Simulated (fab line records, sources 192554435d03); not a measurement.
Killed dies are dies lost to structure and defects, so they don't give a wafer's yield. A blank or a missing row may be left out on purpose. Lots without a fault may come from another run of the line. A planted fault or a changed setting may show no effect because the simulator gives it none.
Chamber matching | flow n5_finfet | N5_BEOL_M11_ETCH_66 on rie_diel-01: 4 sister chambers
The step etches SOC in N2/H2, target depth 120 nm, overetch 24 nm, time 180 s. 4 wafers are shown with their chamber, then 7 later ones without.

WAFERS WITH THEIR CHAMBER
wafer  | chamber | showerhead_plenum_p_Torr (Torr)
L715.6 | 0       | 2.68
L714.5 | 3       | 2.58
L718.1 | 2       | 2.45
L718.4 | 1       | 2.54

WAFERS WITHOUT THEIR CHAMBER
wafer  | showerhead_plenum_p_Torr (Torr)
L718.6 | 2.57
L717.3 | 2.67
L717.5 | 2.67
L717.6 | 2.57
L729.1 | 2.57
L729.5 | 2.53
L729.6 | 2.67

WHICH CHAMBER EACH WENT THROUGH
wafer  | from the rows above     | in truth
L718.6 | can't be placed: 3 or 1 | 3
L717.3 | 0                       | 0
L717.5 | 0                       | 0
L717.6 | can't be placed: 3 or 1 | 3
L729.1 | can't be placed: 3 or 1 | 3
L729.5 | 1                       | 1
L729.6 | 0                       | 0
Placed correctly: 4 of 7. Can't be placed from these rows: 3 (the true chamber is among the candidates in 3). Placed wrongly: 0.
How it was worked out, from the rows above alone: a wafer's distance from a chamber is the root of the sum, over the readings, of the square of ((its reading less the chamber's mean) divided by the reading's scatter). The wafer belongs to the nearest chamber; if the next one is less than 2 further off, it can't be placed. A chamber's mean is the mean of its shown wafers. The scatter: with one shown wafer a chamber, the root of the mean of the squares of how far each hidden wafer lies from its nearest shown one.
